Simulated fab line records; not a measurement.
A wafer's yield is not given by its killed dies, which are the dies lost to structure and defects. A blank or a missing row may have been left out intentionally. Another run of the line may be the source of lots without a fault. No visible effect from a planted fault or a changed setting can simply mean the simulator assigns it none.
A lot that was struck, set against a sound lot / flow n5 finfet / 41 steps out of a route of 1938
Sound: wafers L829.3, L829.5, L829.6. Wafers L828.1, L828.4, L828.6 were the ones struck. The cause is named last.
For every step that has rows: the tool of each side, followed by ch and its chambers, followed by its first start. Under that, the readings that differ: sound wafers / struck wafers / difference of the means / sigmas: that difference in standard deviations of wafers without a fault.
alike: same words and numbers on both sides, and readings whose means sit less than 2 such deviations apart. not compared: any withheld reading, any reading some wafer has no value for, any bound like >300 that may hide the same value, and any number with overlapping values for which the record gives no deviation.
Wherever a step has rows on one side only, a row that says differs or no value, or a row with sigmas, the two part there. When numbers do not overlap yet have no deviation, they are printed without sigmas and do not part them. A reading that every wafer of one side lacks parts them only if that side has two wafers or more.

first, 11 steps without rows for these wafers: N5_FIN_SAQP_STRIP_53 (strips in N2/H2); N5_FIN_SAQP_HM_OPEN_73 (chemistry CHF3/O2, target SiO2, stops on a-Si, target depth 12 nm, time 16.8 s); N5_FIN_SAQP_STRIP_74 (strips in CHF3/O2); N5_FIN_SAQP_MANDREL_ETCH_22 (etches a-Si in HBr/Cl2, stops on SiNx, target depth 60 nm, bt time 10 s, time 30 s); N5_FIN_SAQP_STRIP_55 (strips in N2/H2); N5_FIN_SAQP_STRIP_23 (strips in SPM, time 750 s); N5_FIN_SAQP_SRD_66 (time 30 s); N5_FIN_SAQP_RECESS_75 (chemistry HF/NH3, target SiO2, target depth 14.4 nm, afs cycles 3, sublimation time 60 s); N5_FIN_SAQP_SPACER1_ALD_24 (deposits SiO2, target thk 20.3 nm, pulse time 1 s, purge time 2 s); N5_FIN_SAQP_SPACER1_ETCHBACK_25 (etches SiO2 in CHF3/O2, target depth 24.4 nm, time 12.2 s); N5_FIN_SAQP_MANDREL1_REMOVE_56 (chemistry HBr/Cl2/O2, target a-Si, stops on SiNx, bt time 10 s).
N5_FIN_SAQP_ETCH_57: etches SiNx in CH3F/O2, target depth 32.5 nm, time 46.4 s.
  sound on rie diel-06 ch 0,3, day 5 19:10; struck on rie diel-01 ch 0,1,3, day 5 13:25
  alike: drypump motor current A, etch rf on time s, oes product au, rf vpp V, showerhead plenum p Torr, throttle valve pct
  not compared: rf hours counter h
then, 19 steps without rows for these wafers: N5_FIN_SAQP_ETCH_65 (etches SiO2 in CF4, target depth 4 nm, time 4.4 s); N5_FIN_SAQP_MANDREL_ETCH_58 (etches a-Si in HBr/Cl2, stops on SiNx, target depth 45 nm, bt time 10 s, time 27 s); N5_FIN_SAQP_RECESS_63 (chemistry HF/NH3, target SiO2, target depth 18 nm, afs cycles 3, sublimation time 60 s); N5_FIN_SAQP_COAT_68 (time 60 s, resist thk 100 nm); N5_FIN_SAQP_ETCH_69 (etches SOC in N2/H2, stops on SiNx, target depth 150 nm); N5_FIN_SAQP_ETCH_67 (etches SiNx in CH3F/O2, target depth 30 nm); N5_FIN_SAQP_STRIP_70 (strips in N2/H2); N5_FIN_SAQP_RECESS_71 (chemistry HF/NH3, target SiO2, target depth 3 nm, afs cycles 1, sublimation time 60 s); N5_FIN_SAQP_SPACER2_ALD_28 (deposits SiO2, target thk 8.1 nm, pulse time 1 s, purge time 2 s); N5_FIN_SAQP_SPACER2_ETCHBACK_29 (etches SiO2 in CHF3/O2, target depth 12.2 nm, time 6.1 s); N5_FIN_SAQP_MANDREL2_REMOVE_60 (chemistry HBr/Cl2/O2, target a-Si, stops on SiNx, bt time 10 s); N5_FIN_SAQP_HM_OPEN_33 (chemistry CH3F/O2, target SiNx, target depth 49.4 nm, time 70.6 s); N5_FIN_SAQP_ETCH_34 (etches SiO2 in C4F6/O2, target depth 45 nm, time 15 s); N5_FIN_SAQP_STRIP_77 (strips in N2/H2, time 90 s); N5_FIN_SAQP_ETCH_64 (etches SiO2 in CF4, target depth 1.5 nm); N5_FIN_SAQP_FIN_ETCH_36 (etches the open film in HBr/Cl2/O2, target depth 120 nm, time 50.4 s); N5_FIN_SAQP_PRECLEAN_38 (cleans in O3/DIW, time 45 s); N5_FIN_SAQP_PRECLEAN_45 (cleans in dHF, time 10 s); N5_FIN_SAQP_SRD_39 (time 30 s).
N5_FIN_SAQP_INSPECT_40: inspects for defects (brightfield).
  sound on defect inspect-01, day 5 21:44; struck on defect inspect-01, day 5 15:31
reading=raw defect count; sound=232 225 183; struck=711 662 669; difference=+467; sigmas=+7
then, 5 steps without rows for these wafers: N5_FIN_CUT_COAT_18 (time 60 s, resist thk 230 nm); N5_FIN_CUT_COAT_19 (time 60 s, resist thk 20 nm); N5_FIN_CUT_COAT_29 (time 60 s, resist thk 10 nm); N5_FIN_CUT_COAT_02 (resist thk 30 nm); N5_FIN_CUT_EBR_04.
N5_FIN_CUT_INSPECT_10: inspects for defects (brightfield).
  sound on defect inspect-02, day 5 22:16; struck on defect inspect-02, day 5 16:02
reading=raw defect count; sound=47 39 38; struck=578 537 514; difference=+502; sigmas=+46
N5_FIN_CUT_INSPECT_17: inspects for defects (brightfield).
  sound on defect inspect-02, day 5 23:12; struck on defect inspect-01, day 5 16:59
reading=raw defect count; sound=251 253 200; struck=729 689 675; difference=+463; sigmas=+8
-- a jump in the record: the struck wafers' starts before and after are 5 days apart (it breaks off in module FIN_CUT and resumes in module BEOL_M4, where the first step shown is number 1111 of the route) --
N5_BEOL_M4_RC_MEAS_101:
  sound on prober-02 ch 0, day 11 14:20; struck on prober-01 ch 0, day 11 04:58
  alike: DIBL_N, DIBL_P, IOFF_N, IOFF_P, ION_N, ION_P, SS_N, SS_P, VT_N, VT_P
-- the record jumps here: 4 days lie between the struck wafers' starts before and after (it left off in module BEOL_M4 and takes up again in module PASSIVATION, whose first step shown is number 1936 of the route) --
N5_PASSIVATION_PROBE_49:
  rows exist in the record for the struck wafers here (prober-02, day 15 11:18), but not for the sound ones

WHERE THEY PART
At N5_FIN_SAQP_INSPECT_40 first; at N5_PASSIVATION_PROBE_49 last (within this record only).

WHY: what the simulator had put in
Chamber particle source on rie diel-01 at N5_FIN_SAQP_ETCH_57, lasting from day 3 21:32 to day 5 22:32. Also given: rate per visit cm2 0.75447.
